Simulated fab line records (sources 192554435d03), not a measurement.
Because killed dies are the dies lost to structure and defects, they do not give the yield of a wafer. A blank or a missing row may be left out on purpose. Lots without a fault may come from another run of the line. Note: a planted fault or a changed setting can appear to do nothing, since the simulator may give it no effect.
Split-lot study | flow n5 finfet | 39 wafers read across 7 lots, on a route 1938 steps long

## THE SPLIT ITSELF
At N5_BEOL_M8_DESCUM_16 (chemistry O2, time 7.9 s), the setting time s was moved away from the recipe's 7.9 s on 18 of the 39 wafers read, by -43.1% to +45.8%. The other wafers ran this setting at the recipe's value.

There is no step in the file separating the split from the reading.

## THE READING
CAR-ArF_of_BEOL_M8_COAT_05.thk nm (the simulator's own value, which no gauge read), in nm, at N5_BEOL_M8_ETCH_61 (etches SiARC in CF4, target depth 45.5 nm, time 75.8 s). No usual value for it is given in the file. Average 50.7 nm, standard deviation 0.22 nm, over the 21 wafers here run with the recipe.

wafer  | tool, chamber at the split | time s as run, s | against the recipe | CAR-ArF_of_BEOL_M8_COAT_05.thk nm, nm | against lot-mates on the recipe
L074.1 | rie diel-05, 1,0           | 11.09            | +40.4%             | 48.6                                  | -1.9
L074.2 | rie diel-05, 2             | 7.9              | recipe             | 50.2                                  | -
L074.3 | rie diel-05, 1,0           | 11.09            | +40.4%             | 48.4                                  | -2.1
L074.4 | rie diel-05, 3             | 11.09            | +40.4%             | 48.2                                  | -2.3
L074.5 | rie diel-05, 3             | 7.9              | recipe             | 50.6                                  | -
L074.6 | rie diel-05, 2             | 7.9              | recipe             | 50.8                                  | -
L076.1 | rie diel-05, 1,3,2         | 9.882            | +25.1%             | 49.6                                  | -1.1
L076.2 | rie diel-05, 1,3,2         | 9.882            | +25.1%             | 49.6                                  | -1.1
L076.3 | rie diel-05, 0,3           | 7.9              | recipe             | 50.8                                  | -
L076.6 | rie diel-05, 0,3           | 7.9              | recipe             | 50.8                                  | -
L076.4 | rie diel-05, 1,3,2         | 9.882            | +25.1%             | 49.4                                  | -1.3
L076.5 | rie diel-05, 2             | 7.9              | recipe             | 50.4                                  | -
L078.1 | rie diel-01, 2,0,3         | 4.496            | -43.1%             | 53                                    | +2.3
L078.2 | rie diel-01, 2,0,3         | 4.496            | -43.1%             | 53                                    | +2.3
L078.6 | rie diel-01, 2,0,3         | 4.496            | -43.1%             | 53                                    | +2.3
L078.3 | rie diel-01, 1,0           | 7.9              | recipe             | 50.6                                  | -
L078.5 | rie diel-01, 1,0           | 7.9              | recipe             | 50.6                                  | -
L078.4 | rie diel-01, 3             | 7.9              | recipe             | 50.8                                  | -
L081.3 | rie diel-05, 3,0           | 7.9              | recipe             | 50.4                                  | -
L081.6 | rie diel-05, 3,0           | 7.9              | recipe             | 50.4                                  | -
L081.4 | rie diel-05, 1             | 7.9              | recipe             | 50.6                                  | -
L085.1 | rie diel-05, 1             | 7.9              | recipe             | 51.2                                  | -
L085.2 | rie diel-05, 3,2           | 11.52            | +45.8%             | 48.6                                  | -2.3
L085.3 | rie diel-05, 3,2           | 11.52            | +45.8%             | 49                                    | -1.9
L085.5 | rie diel-05, 1             | 11.52            | +45.8%             | 49                                    | -1.9
L085.4 | rie diel-05, 0             | 7.9              | recipe             | 50.8                                  | -
L085.6 | rie diel-05, 2             | 7.9              | recipe             | 50.8                                  | -
L087.1 | rie diel-01, 0             | 7.9              | recipe             | 50.6                                  | -
L087.2 | rie diel-01, 3             | 7.9              | recipe             | 50.6                                  | -
L087.3 | rie diel-01, 2             | 5.462            | -30.9%             | 52                                    | +1.3
L087.4 | rie diel-01, 1             | 5.462            | -30.9%             | 52.2                                  | +1.5
L087.5 | rie diel-01, 2             | 5.462            | -30.9%             | 52.2                                  | +1.5
L087.6 | rie diel-01, 3             | 7.9              | recipe             | 51                                    | -
L093.1 | rie diel-01, 1,3,0         | 7.9              | recipe             | 50.6                                  | -
L093.2 | rie diel-01, 1,3,0         | 7.9              | recipe             | 50.8                                  | -
L093.3 | rie diel-01, 1,3,0         | 7.9              | recipe             | 50.8                                  | -
L093.4 | rie diel-01, 2,0           | 9.749            | +23.4%             | 49.8                                  | -0.9
L093.5 | rie diel-01, 2,0           | 9.749            | +23.4%             | 49.6                                  | -1.1
L093.6 | rie diel-01, 3             | 9.749            | +23.4%             | 49.6                                  | -1.1
When a row names more than one chamber, that row covers several wafers, and the file does not tell which wafer ran in which chamber.

THE FIT
A straight line over all 39 wafers: CAR-ArF_of_BEOL_M8_COAT_05.thk nm changes by -0.0485 nm for each +1% of time s; r = -0.98; the points scatter about the line by 0.25 nm.
The same after taking each lot's own level away (the mean of its wafers on the recipe; 39 wafers): -0.0492 nm for each +1%; r = -0.99; scatter 0.18 nm.
Per that fit: largest time s move, reading shift of 2.3 nm.
Across the lots, their own levels run from 50.47 to 50.93 nm, a range of 2.1 times the standard deviation given above.
Consequently the slope shifts little with the lot-to-lot level, the two slopes agreeing.
Check: for one of the wafers moved furthest among these (+45.8%), held out of the fit, the line's prediction against its lot-mates is -2.22 nm. Against them it came out at -2.33 nm.

## THE OTHER SPLITS THESE WAFERS WENT THROUGH
Other splits were also applied to these wafers ahead of the reading. Each is held against what the fit with the lots' levels taken away leaves over:
other split on the same wafers | wafers away from the commonest value | r with CAR-ArF_of_BEOL_M8_COAT_05.thk nm (lot level and that fit taken away)
N5_BEOL_M2_DESCUM_33 time s    | 15                                   | -0.12
N5_BEOL_M6_ALD_77 ald cycles   | 12                                   | +0.11

## THE WHOLE CHAIN: every reading that the file lists as answering this split, in the file's order
step                 | what it does                                           | reading                                                                            | change (the file's fit)                | r (the file's)
N5_BEOL_M8_DESCUM_16 | chemistry O2, time 7.9 s                               | CAR-ArF_of_BEOL_M8_COAT_05.thk nm (the simulator's own value, which no gauge read) | -0.0479 nm for each +1% of the setting | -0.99
N5_BEOL_M8_ETCH_61   | etches SiARC in CF4, target depth 45.5 nm, time 75.8 s | CAR-ArF_of_BEOL_M8_COAT_05.thk nm (the simulator's own value, which no gauge read) | -0.049 nm for each +1% of the setting  | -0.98

## THE FILE'S OWN FIT
CAR-ArF_of_BEOL_M8_COAT_05.thk nm changes by -0.049 nm for each +1% of time s, r = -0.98.
